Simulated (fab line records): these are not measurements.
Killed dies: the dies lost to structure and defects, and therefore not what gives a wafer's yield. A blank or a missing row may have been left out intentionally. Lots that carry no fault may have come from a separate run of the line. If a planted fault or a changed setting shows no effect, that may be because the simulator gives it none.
Which tool is to blame? -- flow nandHarc -- 72 wafers from 24 lots sampled at 2 of the route's 1302 steps

## WHAT EACH GAUGE READ, for each wafer
NHARC_A_CONTACT_INSPECT_10.
lot,measured,on,rawDefectCount
L076,day 22 13:21,defectInspect-01,21 9 16
L074,day 22 19:46,defectInspect-01,60 48 41
L075,day 22 19:35,defectInspect-02,157 178 158
L077,day 23 13:56,defectInspect-01,107 101 108
L078,day 23 14:26,defectInspect-02,26 19 21
L080,day 24 01:38,defectInspect-01,101 113 105
L079,day 24 02:58,defectInspect-02,63 70 77
L081,day 24 21:25,defectInspect-02,45 36 33
L084,day 25 20:51,defectInspect-01,143 135 117
L082,day 25 21:45,defectInspect-02,34 28 28
L083,day 26 01:16,defectInspect-02,37 40 40
L085,day 26 22:48,defectInspect-02,149 132 154
L086,day 27 02:18,defectInspect-02,87 102 90
L087,day 27 04:09,defectInspect-02,88 92 73
L089,day 27 21:35,defectInspect-01,52 54 49
L088,day 27 21:22,defectInspect-01,70 78 61
L090,day 29 10:58,defectInspect-02,102 118 123
L091,day 29 19:04,defectInspect-01,74 88 81
L093,day 30 01:06,defectInspect-02,103 119 113
L094,day 30 02:11,defectInspect-02,76 79 84
L092,day 30 08:14,defectInspect-01,119 120 93
L095,day 31 00:55,defectInspect-02,84 71 66
L096,day 31 06:22,defectInspect-01,96 91 102
L097,day 31 07:01,defectInspect-01,32 40 46

## TOOL THAT RAN EACH LOT (tool first, then ch and the chambers of the sampled wafers, then the start)
lot,NHARC_A_CONTACT_DEP_84
L076,"aclDep-03 ch 0, day 22 11:10"
L074,"aclDep-03 ch 0, day 22 17:11"
L075,"aclDep-01 ch 0, day 22 17:24"
L077,"aclDep-03 ch 0, day 23 12:12"
L078,"aclDep-01 ch 0, day 23 12:26"
L080,"aclDep-03 ch 0, day 23 23:33"
L079,"aclDep-02 ch 0, day 24 00:11"
L081,"aclDep-01 ch 0, day 24 19:05"
L084,"aclDep-02 ch 0, day 25 18:14"
L082,"aclDep-01 ch 0, day 25 19:27"
L083,"aclDep-03 ch 0, day 25 22:40"
L085,"aclDep-01 ch 0, day 26 20:46"
L086,"aclDep-01 ch 0, day 27 00:42"
L087,"aclDep-01 ch 0, day 27 01:33"
L089,"aclDep-03 ch 0, day 27 18:58"
L088,"aclDep-01 ch 0, day 27 19:03"
L090,"aclDep-02 ch 0, day 29 08:19"
L091,"aclDep-01 ch 0, day 29 16:53"
L093,"aclDep-03 ch 0, day 29 22:38"
L094,"aclDep-01 ch 0, day 29 23:52"
L092,"aclDep-03 ch 0, day 30 05:46"
L095,"aclDep-01 ch 0, day 30 22:34"
L096,"aclDep-01 ch 0, day 31 04:38"
L097,"aclDep-03 ch 0, day 31 04:44"
- NHARC_A_CONTACT_DEP_84: deposits aC, target thk 2800 nm.

## AS READ BY THE TOOLS THEMSELVES (means over the sampled wafers that have a number; for cases with no such wafer, the mark the record gives instead)
NHARC_A_CONTACT_DEP_84.
lot,tool,throttleValvePct (%)
L076,aclDep-03,34.996
L074,aclDep-03,34.989
L075,aclDep-01,35.000
L077,aclDep-03,35.002
L078,aclDep-01,35.006
L080,aclDep-03,35.002
L079,aclDep-02,35.000
L081,aclDep-01,35.001
L084,aclDep-02,34.997
L082,aclDep-01,34.998
L083,aclDep-03,34.984
L085,aclDep-01,35.005
L086,aclDep-01,34.999
L087,aclDep-01,35.004
L089,aclDep-03,34.991
L088,aclDep-01,35.002
L090,aclDep-02,35.002
L091,aclDep-01,34.990
L093,aclDep-03,35.002
L094,aclDep-01,35.000
L092,aclDep-03,35.002
L095,aclDep-01,35.015
L096,aclDep-01,34.992
L097,aclDep-03,34.999

## THE ANSWER, worked out from the rows above alone
Rule: usual is defined by the lots themselves. The widest of any qualifying gaps counts: lots, ordered by their means at a reading, are off when they make up no more than a third of the lots, leave a main group of 4 or more, and stand apart from it by 3 or more times the standard deviation of that group's means. The tables above print the reading to a certain number of digits; a main group whose means all agree to those digits is not used. Also off: a lot with no number at a reading for which 4 or more lots have one. All remaining lots with rows at the step are treated as sound. Order of review: gauges by route order, followed by the tools' own readings, for which a lot's mean as printed above is used. At the first step where some lot is off, the reading lying furthest off is the one used; lots without a number count as furthest.
No lot is off on any of the readings shown, so nothing can be concluded from this.

## WHAT THE SIMULATOR PUT IN
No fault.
